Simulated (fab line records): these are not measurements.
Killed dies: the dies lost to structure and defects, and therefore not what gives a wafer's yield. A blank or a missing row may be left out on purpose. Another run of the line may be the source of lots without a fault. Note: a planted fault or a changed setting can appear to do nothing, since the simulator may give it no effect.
Chamber matching || flow n5 finfet || rie diel-06 running N5_BEOL_M14_ETCH_67: 4 sister chambers
The step etches SiARC in CF4, target depth 143 nm, time 238.3 s. 16 wafers are shown with their chamber, then 8 later ones without.

== WAFERS PAIRED WITH THEIR CHAMBERS ==
{"wafer": "L076.1", "chamber": 0, "showerhead plenum p Torr (Torr)": 2.26, "throttle valve pct (%)": 15.39, "etch rf on time s (s)": 233}
{"wafer": "L076.3", "chamber": 3, "showerhead plenum p Torr (Torr)": 2.09, "throttle valve pct (%)": 15.20, "etch rf on time s (s)": 228}
{"wafer": "L076.5", "chamber": 1, "showerhead plenum p Torr (Torr)": 2.15, "throttle valve pct (%)": 15.47, "etch rf on time s (s)": 243}
{"wafer": "L075.1", "chamber": 0, "showerhead plenum p Torr (Torr)": 2.26, "throttle valve pct (%)": 15.40, "etch rf on time s (s)": 235}
{"wafer": "L075.5", "chamber": 0, "showerhead plenum p Torr (Torr)": 2.26, "throttle valve pct (%)": 15.39, "etch rf on time s (s)": 236}
{"wafer": "L075.6", "chamber": 3, "showerhead plenum p Torr (Torr)": 2.09, "throttle valve pct (%)": 15.21, "etch rf on time s (s)": 230}
{"wafer": "L078.3", "chamber": 3, "showerhead plenum p Torr (Torr)": 2.09, "throttle valve pct (%)": 15.23, "etch rf on time s (s)": 230}
{"wafer": "L078.5", "chamber": 2, "showerhead plenum p Torr (Torr)": 2.15, "throttle valve pct (%)": 15.85, "etch rf on time s (s)": 239}
{"wafer": "L078.6", "chamber": 1, "showerhead plenum p Torr (Torr)": 2.15, "throttle valve pct (%)": 15.47, "etch rf on time s (s)": 244}
{"wafer": "L086.1", "chamber": 2, "showerhead plenum p Torr (Torr)": 2.14, "throttle valve pct (%)": 15.89, "etch rf on time s (s)": 237}
{"wafer": "L086.5", "chamber": 2, "showerhead plenum p Torr (Torr)": 2.14, "throttle valve pct (%)": 15.90, "etch rf on time s (s)": 237}
{"wafer": "L086.6", "chamber": 1, "showerhead plenum p Torr (Torr)": 2.14, "throttle valve pct (%)": 15.51, "etch rf on time s (s)": 242}
{"wafer": "L090.1", "chamber": 1, "showerhead plenum p Torr (Torr)": 2.14, "throttle valve pct (%)": 15.52, "etch rf on time s (s)": 247}
{"wafer": "L090.3", "chamber": 3, "showerhead plenum p Torr (Torr)": 2.08, "throttle valve pct (%)": 15.27, "etch rf on time s (s)": 232}
{"wafer": "L090.4", "chamber": 0, "showerhead plenum p Torr (Torr)": 2.25, "throttle valve pct (%)": 15.44, "etch rf on time s (s)": 233}
{"wafer": "L088.1", "chamber": 3, "showerhead plenum p Torr (Torr)": 2.08, "throttle valve pct (%)": 15.29, "etch rf on time s (s)": 232}

SIGNATURES, as means of the wafers listed above
{"reading": "showerhead plenum p Torr", "chamber 0": 2.2575, "chamber 1": 2.1450, "chamber 2": 2.1433, "chamber 3": 2.0860, "scatter within a chamber": 0.00549}
{"reading": "throttle valve pct", "chamber 0": 15.4050, "chamber 1": 15.4925, "chamber 2": 15.8800, "chamber 3": 15.2400, "scatter within a chamber": 0.0305}
{"reading": "etch rf on time s", "chamber 0": 234.25, "chamber 1": 244.00, "chamber 2": 237.67, "chamber 3": 230.40, "scatter within a chamber": 1.7}
Rule: a wafer's distance from a chamber is the root of the sum, over the readings, of the square of ((its reading less the chamber's mean) divided by the reading's scatter). The wafer belongs to the nearest chamber; if the next one is less than 2 further off, it can't be placed. The scatter: take each reading less its chamber's mean, square it, sum over the shown wafers, divide by the number of wafers less the number of chambers, and take the root.

== WAFERS MISSING THEIR CHAMBER ==
{"wafer": "L088.3", "showerhead plenum p Torr (Torr)": 2.14, "throttle valve pct (%)": 15.93, "etch rf on time s (s)": 239}
{"wafer": "L088.5", "showerhead plenum p Torr (Torr)": 2.25, "throttle valve pct (%)": 15.47, "etch rf on time s (s)": 232}
{"wafer": "L092.1", "showerhead plenum p Torr (Torr)": 2.08, "throttle valve pct (%)": 15.29, "etch rf on time s (s)": 235}
{"wafer": "L092.2", "showerhead plenum p Torr (Torr)": 2.14, "throttle valve pct (%)": 15.93, "etch rf on time s (s)": 241}
{"wafer": "L092.3", "showerhead plenum p Torr (Torr)": 2.25, "throttle valve pct (%)": 15.46, "etch rf on time s (s)": 237}
{"wafer": "L096.2", "showerhead plenum p Torr (Torr)": 2.14, "throttle valve pct (%)": 15.93, "etch rf on time s (s)": 239}
{"wafer": "L096.3", "showerhead plenum p Torr (Torr)": 2.13, "throttle valve pct (%)": 15.56, "etch rf on time s (s)": 250}
{"wafer": "L096.6", "showerhead plenum p Torr (Torr)": 2.24, "throttle valve pct (%)": 15.49, "etch rf on time s (s)": 236}

== THE CHAMBER EACH PASSED THROUGH ==
{"wafer": "L088.3", "from the rows above": 2, "in truth": 2}
{"wafer": "L088.5", "from the rows above": 0, "in truth": 0}
{"wafer": "L092.1", "from the rows above": 3, "in truth": 3}
{"wafer": "L092.2", "from the rows above": 2, "in truth": 2}
{"wafer": "L092.3", "from the rows above": 0, "in truth": 0}
{"wafer": "L096.2", "from the rows above": 2, "in truth": 2}
{"wafer": "L096.3", "from the rows above": 1, "in truth": 1}
{"wafer": "L096.6", "from the rows above": 0, "in truth": 0}
Correctly placed: 8 of 8. Can't be placed from these rows: 0. Wrongly placed: 0.
